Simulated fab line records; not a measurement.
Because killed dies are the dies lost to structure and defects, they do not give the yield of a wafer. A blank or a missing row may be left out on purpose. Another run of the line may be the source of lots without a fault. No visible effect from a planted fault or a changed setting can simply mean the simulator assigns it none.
fab line records | flow n5-finfet
record lots=6 wafers=18 last-day=17
route steps=1938 shown BEOL_M5@1172 PASSIVATION@1936
lots that met no fault: taken from a fault-free run of the same line
start-h: the number of hours between the record's first day and the start of the first shown wafer of the lot | wait-h: hours since the lot's step before | " repeats the value in the row above | L1.1+2: a row that stands for several wafers | - no value, or no start given | * or withheld: withheld | < > ~ a bound
route shown NAME@n: a module of which the file shows steps, and the number in the route of the first | usual: mean and standard deviation over wafers with no fault | same: alike in all rows | chamber/n: place in a boat | sites: readings site by site | _std_site: the standard deviation of these | _edge_site: the outer-site mean with the inner-site mean subtracted | radius-mm: for every site, how far away it sits from the centre of the wafer | mask NAME#n: copy n | behind: the most recent tool/chamber to have shaped the wafer | hold: cause of the lot's hold/its duration in hours/its outcome | device: transistor that didn't switch, given as n, p or np | end of line: the same wafers' tests at the end of the route | where a step has no rows: the recipe by itself | killed: dies lost to structure and defects at the first sort, not the wafer's yield | map: shows each die of a wafer: x if killed, . if not, _ if none is there
set.NAME: the setting as run; set.NAME@STEP: as run at that earlier step | model.NAME: the simulator's own value behind a step, which no gauge read
certain route steps with their lots: each step a table, each wafer a row
services: the hour from which a tool's chamber was out of use, counted from the record's first day as start-h (under 0 if before that day), plus the number of hours and why
## steps
# step N5_BEOL_M5_ALD_86
# recipe material=TaN target-thk-a=* temp-c=275 ald-precursor-family=PDMAT ald-co-reactant=NH3 pressure-torr=3 carrier-flow-sccm=1500 pulse-time-s=2 purge-time-s=3 co-reactant-purge-time-s=2 co-reactant-pulse-time-s=3 ald-cycles=30 precursor-vessel-temp-c=75 precursor-vessel-pressure-torr=26.25 precursor-vessel-carrier-sccm=1000
# usual heater-power-w=436/40
# columns lot.wafer tool chamber start-h wait-h heater-power-w
L630.2 ald-metal-01 2 186.19 0.2 467
L630.3 " 1 " " 417
L630.5 " 3 " " 458
L632.2 ald-metal-02 1 190.23 0.1 433
L632.3 " 0 " " 468
L632.5 " 1 " " 420
L641.1 ald-metal-02 2 252.05 0.1 392
L641.2 " 0 " " 462
L641.5 " 3 " " 376
L637.1 ald-metal-01 0 252.16 0.1 429
L637.3 " 1 " " 419
L637.4 " 1 " " 424
L648.1 ald-metal-01 0 306.65 0.0 424
L648.3 " 2 " " 467
L648.4 " 3 " " 441
L649.1 ald-metal-01 2 308.69 0.1 461
L649.3 " 0 " " 430
L649.5 " 0 " " 419
# step N5_BEOL_M5_SURFACE_TREAT_87
# recipe gas=Ar time-s=* ion-energy-ev=* ion-current-ma-cm2=0.5 pressure-mtorr=* ar-flow-sccm=30
# usual throttle-valve-pct=*
# columns lot.wafer tool chamber start-h wait-h throttle-valve-pct
L630.2 pvd-sputter-02 - 186.43 0.1 *
L630.3 " - " " *
L630.5 " - " " *
L632.2 pvd-sputter-03 - 190.59 0.3 *
L632.3 " - " " *
L632.5 " - " " *
L641.1 pvd-sputter-03 - 252.49 0.3 *
L641.2 " - " " *
L641.5 " - " " *
L637.1 pvd-sputter-01 - 252.50 0.2 *
L637.3 " - " " *
L637.4 " - " " *
L648.1 pvd-sputter-02 - 306.89 0.1 *
L648.3 " - " " *
L648.4 " - " " *
L649.1 pvd-sputter-02 - 309.01 0.2 *
L649.3 " - " " *
L649.5 " - " " *
# step N5_BEOL_M5_CVD_47
# recipe material=Co target-thk-a=30 temp-c=withheld precursor=CCTBA/H2 pressure-torr=30 time-s=216
# step N5_BEOL_M5_SPUTTER_48
# recipe material=Cu target-thk-a=150 temp-c=-20 chamber-pressure-pa=0.07 power-w=withheld time-s=27.62
# step N5_BEOL_M5_ANNEAL_49
# recipe temp-c=400 time-s=1800 ambient=vacuum
# usual heater-power-w=853/79
# columns lot.wafer tool chamber start-h wait-h heater-power-w
L630.2 pvd-sputter-02 - 186.85 0.0 1021
L630.3 " - " " 785
L630.5 " - " " 793
L632.2 pvd-sputter-02 - 191.28 0.0 880
L632.3 " - " " 973
L632.5 " - " " 790
L641.1 pvd-sputter-03 - 252.91 0.0 747
L641.2 " - " " 825
L641.5 " - " " 813
L637.1 pvd-sputter-01 - 253.06 0.0 755
L637.3 " - " " 874
L637.4 " - " " 790
L648.1 pvd-sputter-03 - 307.20 0.0 857
L648.3 " - " " 815
L648.4 " - " " 746
L649.1 pvd-sputter-02 - 309.37 0.0 1024
L649.3 " - " " 882
L649.5 " - " " 933
# step N5_BEOL_M5_SPUTTER_81
# recipe material=Cu target-thk-a=150 temp-c=-20 chamber-pressure-pa=0.07 power-w=withheld time-s=27.62
# step N5_BEOL_M5_ANNEAL_82
# recipe temp-c=400 time-s=1800 ambient=vacuum
# step N5_BEOL_M5_SPUTTER_83
# recipe material=Cu target-thk-a=150 temp-c=-20 chamber-pressure-pa=0.07 power-w=withheld time-s=27.62
# usual throttle-valve-pct=30.0/1.1
# columns lot.wafer tool chamber start-h wait-h throttle-valve-pct
L630.2 pvd-sputter-02 - 188.94 0.5 29.4
L630.3 " - " " 29.6
L630.5 " - " " 29.4
L632.2 pvd-sputter-02 - 193.37 0.5 29.3
L632.3 " - " " 30.4
L632.5 " - " " 29.4
L641.1 pvd-sputter-03 - 255.01 0.5 30.7
L641.2 " - " " 28.3
L641.5 " - " " 31.9
L637.1 pvd-sputter-01 - 255.15 0.5 30.0
L637.3 " - " " 31.2
L637.4 " - " " 29.1
L648.1 pvd-sputter-03 - 309.29 0.5 28.1
L648.3 " - " " 31.7
L648.4 " - " " 30.7
L649.1 pvd-sputter-02 - 311.46 0.5 29.6
L649.3 " - " " 29.4
L649.5 " - " " 30.7
# step N5_BEOL_M5_ANNEAL_84
# recipe temp-c=400 time-s=1800 ambient=vacuum
# step N5_BEOL_M5_SPUTTER_88
# recipe material=Cu target-thk-a=150 temp-c=-20 chamber-pressure-pa=0.07 power-w=withheld time-s=27.62
# usual throttle-valve-pct=30.0/1.1
# columns lot.wafer tool chamber start-h wait-h throttle-valve-pct
L630.2 pvd-sputter-02 - 190.03 0.5 29.4
L630.3 " - " " 29.5
L630.5 " - " " 29.4
L632.2 pvd-sputter-02 - 194.46 0.5 29.4
L632.3 " - " " 30.5
L632.5 " - " " 29.4
L641.1 pvd-sputter-03 - 256.09 0.5 30.7
L641.2 " - " " 28.1
L641.5 " - " " 32.1
L637.1 pvd-sputter-01 - 256.24 0.5 30.5
L637.3 " - " " 31.3
L637.4 " - " " 29.1
L648.1 pvd-sputter-03 - 310.38 0.5 28.2
L648.3 " - " " 32.0
L648.4 " - " " 30.7
L649.1 pvd-sputter-02 - 312.55 0.5 29.4
L649.3 " - " " 29.1
L649.5 " - " " 30.9
# step N5_BEOL_M5_ANNEAL_89
# recipe temp-c=400 time-s=1800 ambient=vacuum
# step N5_BEOL_M5_SPUTTER_90
# recipe material=Cu target-thk-a=45 temp-c=-20 chamber-pressure-pa=0.07 power-w=withheld time-s=8.29
# step N5_BEOL_M5_ECD_50
# recipe material=Cu target-thk-a=3000
# columns lot.wafer tool chamber start-h wait-h model.Cu_of_BEOL_M5_ECD_50.thk-nm
L630.2 ecd-cu-01 1 191.23 0.1 298.8
L630.3 " 1 " " 301.6
L630.5 " 0 " " 291.2
L632.2 ecd-cu-02 1 195.66 0.1 294.2
L632.3 " 0 " " 296
L632.5 " 1 " " 297.8
L641.1 ecd-cu-02 0 257.30 0.1 298.8
L641.2 " 1 " " 298.6
L641.5 " 0 " " 304.6
L637.1 ecd-cu-01 0 257.44 0.1 306.6
L637.3 " 1 " " 298.4
L637.4 " 0 " " 305
L648.1 ecd-cu-02 0 311.58 0.1 181.8
L648.3 " 0 " " 302.2
L648.4 " 1 " " 304.4
L649.1 ecd-cu-02 0 313.75 0.1 176.6
L649.3 " 0 " " 297.2
L649.5 " 0 " " 299.6
# step N5_BEOL_M5_ANNEAL_51
# recipe temp-c=225 time-s=90 ambient=N2
# step N5_BEOL_M5_CMP_52
# recipe stop-on=SiCOH_lowk t-overpolish-s=6.9 down-force-psi=1 platen-rpm=50 clearing-platen-down-force-psi=1.5 clearing-platen-rpm=50 post-cmp-clean=cu-alkaline target-thk-nm=62 clearing-platen-pad-velocity-m-s=0.99484 pad-velocity-m-s=0.99484
# usual motor-current-A=5.9/0.43 time-to-endpoint-s=62.6/2.4
# columns lot.wafer tool chamber start-h wait-h motor-current-A time-to-endpoint-s
L630.3 cmp-02 0 191.64 0.2 5.4 62.6
L630.2 " 1 " " 6.3 63.1
L630.5 " 1 " " 6.2 62.4
L632.2 cmp-02 3 196.10 0.2 5.6 57.1
L632.3 " 2 " " 6.2 60.5
L632.5 " 3 " " 5.9 57.0
L641.1 cmp-03 0 257.68 0.3 5.6 61.5
L641.2 " 3 " " 5.3 61.9
L641.5 " 0 " " 6.1 66.7
L637.4 cmp-01 1 257.86 0.2 5.8 59.4
L637.1 " 2 " " 6.5 64.3
L637.3 " 3 " " 5.5 64.3
L648.1 cmp-03 1 311.97 0.3 6.5 38.6
L648.4 " 2 " " 6.0 63.7
L648.3 " 3 " " 5.3 63.2
L649.1 cmp-02 1 314.14 0.3 6.1 38.3
L649.3 " 2 " " 6.5 61.0
L649.5 " 2 " " 6.4 63.4
# step N5_BEOL_M5_THK_MEAS_53
# recipe thk-meas-gauge=xrf reads=Cu_of_BEOL_M5_ECD_50
# usual M5_THK=60.9/1.6
# columns lot.wafer tool chamber start-h wait-h M5_THK[nm]
L630.2 film-metro-02 - 191.93 - 61.9
L630.3 " - " " 62.5
L630.5 " - " " 62.1
L632.2 film-metro-02 - 196.39 - 59.9
L632.3 " - " " 60.8
L632.5 " - " " 59.9
L641.1 film-metro-01 - 257.98 - 64.0
L641.2 " - " " 61.6
L641.5 " - " " 61.9
L637.1 film-metro-01 - 258.12 - 61.4
L637.3 " - " " 62.9
L637.4 " - " " 59.0
L648.1 film-metro-01 - 312.26 - 60.1
L648.3 " - " " 60.9
L648.4 " - " " 58.7
L649.1 film-metro-02 - 314.43 - 61.7
L649.3 " - " " 60.0
L649.5 " - " " 59.3
# step N5_PASSIVATION_PROBE_49
# usual defect-limited-yield=91.5/1.4 killed_at_M0_to_M3=32/9.8 killed_at_M4_up=13/5.3 killed-at-contacts=13/6.4 killed-at-front-end=39/10 killed-at-other=3.1/2.5 killed-dies=100/17 killed-open=65/13 killed-short=33/7.7 sort_bin_5_function=5.0/0.93 sort_bin_6_memory=3.2/0.69 sort-n-pass=1080/17 sort-yield-pct=91.5/1.4
# same gross-dies=1180 killed-at-back-side=0 sort_bin_4_leakage[%]=0 sort_bin_8_speed[%]=0
# columns lot.wafer tool chamber start-h wait-h defect-limited-yield[%] killed_at_M0_to_M3 killed_at_M4_up killed-at-contacts killed-at-front-end killed-at-other killed-dies killed-open killed-short sort_bin_5_function[%] sort_bin_6_memory[%] sort-n-pass sort-yield-pct[%]
L630.2 prober-01 - 280.17 0.1 92.4 53 6 9 20 2 90 53 37 4.4 3.1 1090 92.4
L630.3 prober-01 - 280.22 0.1 93.6 34 6 9 24 2 75 50 25 3.8 2.4 1105 93.6
L630.5 prober-01 - 280.32 0.2 92.3 38 14 10 27 2 91 52 37 5.3 1.8 1089 92.3
L632.2 prober-02 - 289.75 0.1 93.6 24 10 13 27 1 75 48 25 4.0 2.2 1105 93.6
L632.3 prober-02 - 289.80 0.1 93.7 16 12 9 35 2 74 48 26 4.0 2.1 1106 93.7
L632.5 prober-02 - 289.90 0.2 93.0 27 8 7 32 9 83 52 31 4.7 2.3 1097 93.0
L649.1 prober-01 - 405.80 0.0 91.6 34 4 17 37 7 99 58 41 4.7 3.6 1081 91.6
L649.3 prober-01 - 405.90 0.1 90.6 26 10 22 50 3 111 73 37 5.6 3.5 1069 90.6
L649.5 prober-01 - 406.00 0.2 91.7 52 8 13 25 0 98 58 39 4.8 2.7 1082 91.7
L648.1 prober-01 - 410.90 0.0 91.2 37 27 17 21 2 104 67 37 5.4 3.1 1076 91.2
L648.3 prober-01 - 411.00 0.1 93.1 18 14 14 34 1 81 60 21 3.7 2.8 1099 93.1
L648.4 prober-01 - 411.05 0.2 92.9 25 14 10 33 2 84 58 26 4.7 2.4 1096 92.9
# killed by level:class
L630.2 BEOL_M0_SAQP:geometric-particle:short=23 BEOL_M0_SAQP:geometric-particle:open=9 STI_FIN_REVEAL:geometric-particle:open=7 MOL_CONTACT_COAG:geometric-particle:open=7 BEOL_M0:geometric-particle:open=7 BEOL_M1:geometric-particle:open=4 FIN_SAQP:geometric-particle:open=3 BEOL_M0:geometric-particle:short=3
L630.3 BEOL_M0_SAQP:geometric-particle:short=9 BEOL_M2:geometric-particle:open=8 FIN_CUT:geometric-particle:open=6 BEOL_M0_SAQP:geometric-particle:open=5 MOL_CONTACT_COAG:geometric-particle:open=5 MOL_CONTACT_COAG:geometric-particle:short=4 BEOL_M0:geometric-particle:open=4 BEOL_M3:geometric-particle:open=4
L630.5 BEOL_M0_SAQP:geometric-particle:short=11 BEOL_M0:geometric-particle:open=8 BEOL_M4:geometric-particle:open=6 MOL_CONTACT_COAG:geometric-particle:open=6 BEOL_M1:geometric-particle:open=6 BEOL_M0_SAQP:geometric-particle:open=5 SDB:geometric-particle:short=4 GATE_CUT:geometric-particle:open=4
L632.2 MOL_CONTACT_COAG:geometric-particle:open=10 STARTING-WAFER:geometric-particle:open=7 BEOL_M0_SAQP:geometric-particle:short=6 BEOL_M0_SAQP:geometric-particle:open=6 FIN_SAQP:geometric-particle:short=5 STI_FIN_REVEAL:geometric-particle:open=4 BEOL_M3:geometric-particle:open=4 FIN_SAQP:geometric-particle:open=3
L632.3 FIN_SAQP:geometric-particle:short=9 MOL_CONTACT_COAG:geometric-particle:open=8 FIN_SAQP:geometric-particle:open=6 STI_FIN_REVEAL:geometric-particle:open=6 BEOL_M3:geometric-particle:open=4 BEOL_M4:geometric-particle:open=4 BEOL_M1:geometric-particle:open=3 BEOL_M5:geometric-particle:open=3
L632.5 FIN_SAQP:geometric-particle:open=10 BEOL_M0_SAQP:geometric-particle:open=7 FIN_SAQP:geometric-particle:short=6 MOL_CONTACT_COAG:geometric-particle:open=6 BEOL_M1:geometric-particle:short=4 STARTING-WAFER:geometric-particle:open=4 STI_FIN_REVEAL:geometric-particle:open=3 BEOL_M0_SAQP:geometric-particle:short=3
L649.1 BEOL_M0_SAQP:geometric-particle:short=18 MOL_CONTACT_COAG:geometric-particle:open=16 BEOL_M0_SAQP:geometric-particle:open=10 FIN_SAQP:geometric-particle:open=7 STI_FIN_REVEAL:geometric-particle:open=7 FIN_SAQP:geometric-particle:short=6 STI_FIN_REVEAL:geometric-particle:short=3 DUMMY_GATE:geometric-particle:open=3
L649.3 STI_FIN_REVEAL:geometric-particle:open=21 MOL_CONTACT_COAG:geometric-particle:open=16 BEOL_M0_SAQP:geometric-particle:short=11 BEOL_M0_SAQP:geometric-particle:open=10 STI_FIN_REVEAL:geometric-particle:short=6 GATE_CUT:geometric-particle:short=6 MOL_CONTACT_COAG:geometric-particle:short=5 STARTING-WAFER:geometric-particle:open=4
L649.5 BEOL_M0_SAQP:geometric-particle:short=19 BEOL_M0_SAQP:geometric-particle:open=16 MOL_CONTACT_COAG:geometric-particle:open=11 BEOL_M1:geometric-particle:open=7 BEOL_M3:geometric-particle:open=4 FIN_SAQP:geometric-particle:open=3 FIN_SAQP:geometric-particle:short=3 DUMMY_GATE:geometric-particle:short=3
L648.1 BEOL_M4:geometric-particle:open=19 MOL_CONTACT_COAG:geometric-particle:open=10 BEOL_M2:geometric-particle:open=10 MOL_CONTACT_COAG:geometric-particle:short=7 FIN_SAQP:geometric-particle:open=6 BEOL_M1:geometric-particle:open=6 STI_FIN_REVEAL:geometric-particle:open=4 BEOL_M0_SAQP:geometric-particle:short=4
L648.3 MOL_CONTACT_COAG:geometric-particle:open=12 STI_FIN_REVEAL:geometric-particle:open=10 BEOL_M4:geometric-particle:open=8 STARTING-WAFER:geometric-particle:open=6 DUMMY_GATE:geometric-particle:open=4 BEOL_M3:geometric-particle:open=4 FIN_SAQP:geometric-particle:short=3 FIN_SAQP:geometric-particle:open=3
L648.4 BEOL_M4:geometric-particle:open=10 MOL_CONTACT_COAG:geometric-particle:open=9 STI_FIN_REVEAL:geometric-particle:open=7 BEOL_M0_SAQP:geometric-particle:short=7 DUMMY_GATE:geometric-particle:open=6 BEOL_M0_SAQP:geometric-particle:open=6 FIN_SAQP:geometric-particle:short=4 BEOL_M2:geometric-particle:open=4
## services
# columns tool chamber start-h hours kind
pvd-sputter-01 - 194.82 4.9 repair
ald-metal-02 - 196.70 0.3 repair
cmp-03 - 198.46 4.0 pm
cmp-03 - 202.46 - consumable-replace:conditioner
cmp-03 - 202.46 - consumable-replace:pad
cmp-01 - 208.84 35.8 repair
cmp-02 - 227.95 2.5 repair
ald-metal-01 3 241.88 15.3 repair
cmp-02 - 258.39 1.6 repair
ald-metal-01 0 279.97 17.2 repair
cmp-01 - 288.75 4.0 pm
ecd-cu-02 - 291.80 5.1 pm
cmp-02 - 292.10 3.0 pm
cmp-01 - 292.75 - consumable-replace:conditioner
cmp-01 - 292.75 - consumable-replace:pad
ecd-cu-02 - 303.07 0.3 repair
cmp-02 - 304.22 8.7 pm
## key
first-sign step=N5_BEOL_M5_CMP_52 reading=time-to-endpoint-s direction=down sigmas=10 usual=* struck=*
effect none on later readings
model-effect step=N5_BEOL_M5_ECD_50 value=Cu_of_BEOL_M5_ECD_50.thk-nm without=301.9 struck=179.2
met-at N5_BEOL_M5_ECD_50
struck-wafers L648.1,L649.1
onset-between 257.30 311.58
fault kind=process-parameter-drift tool=ecd-cu-02 chamber=- onset-h=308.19 steps=N5_BEOL_M5_ECD_50 channel=target-thk-a offset=* shape=step end-h=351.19 scope=struck-wafers-only acts-in=* stated=*
